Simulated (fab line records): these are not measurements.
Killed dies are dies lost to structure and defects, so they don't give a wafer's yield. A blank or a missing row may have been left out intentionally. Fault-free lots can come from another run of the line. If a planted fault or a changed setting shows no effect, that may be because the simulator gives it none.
Matching of chambers    flow nand harc    rie diel-12 running NHARC_A_CONTACT_ETCH_92: 4 sister chambers
The step etches the open film in CH3F/O2, target depth 40 nm, time 85.7 s. 4 wafers are shown with their chamber, then 9 later ones without.

== WAFERS WITH THEIR CHAMBER ==
wafer   chamber  showerhead plenum p Torr (Torr)
L084.4  0        2.43
L084.5  1        2.53
L087.1  3        2.37
L087.5  2        2.44

== WAFERS WHOSE CHAMBER IS MISSING ==
wafer   showerhead plenum p Torr (Torr)
L086.1  2.44
L086.2  2.43
L086.4  2.53
L091.1  2.43
L091.3  2.42
L091.6  2.43
L096.1  2.52
L096.4  2.52
L096.6  2.42

== WHICH CHAMBER EACH ONE RAN IN ==
wafer   from the rows above      in truth
L086.1  can't be placed: 2 or 0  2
L086.2  can't be placed: 0 or 2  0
L086.4  1                        1
L091.1  can't be placed: 0 or 2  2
L091.3  can't be placed: 0 or 2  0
L091.6  can't be placed: 0 or 2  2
L096.1  1                        1
L096.4  1                        1
L096.6  can't be placed: 0 or 2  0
Correctly placed: 3 of 9. Can't be placed from these rows: 6 (the true chamber is among the candidates in 6). Wrongly placed: 0.
How it was worked out, from the rows above alone: a wafer's distance from a chamber is the root of the sum, over the readings, of the square of ((its reading less the chamber's mean) divided by the reading's scatter). The wafer belongs to the nearest chamber; if the next one is less than 2 further off, it can't be placed. For every chamber, the mean is computed from those of its wafers that are shown. The scatter (one wafer shown for each chamber): square how far every hidden wafer sits from the nearest shown wafer, average those squares and take the square root.
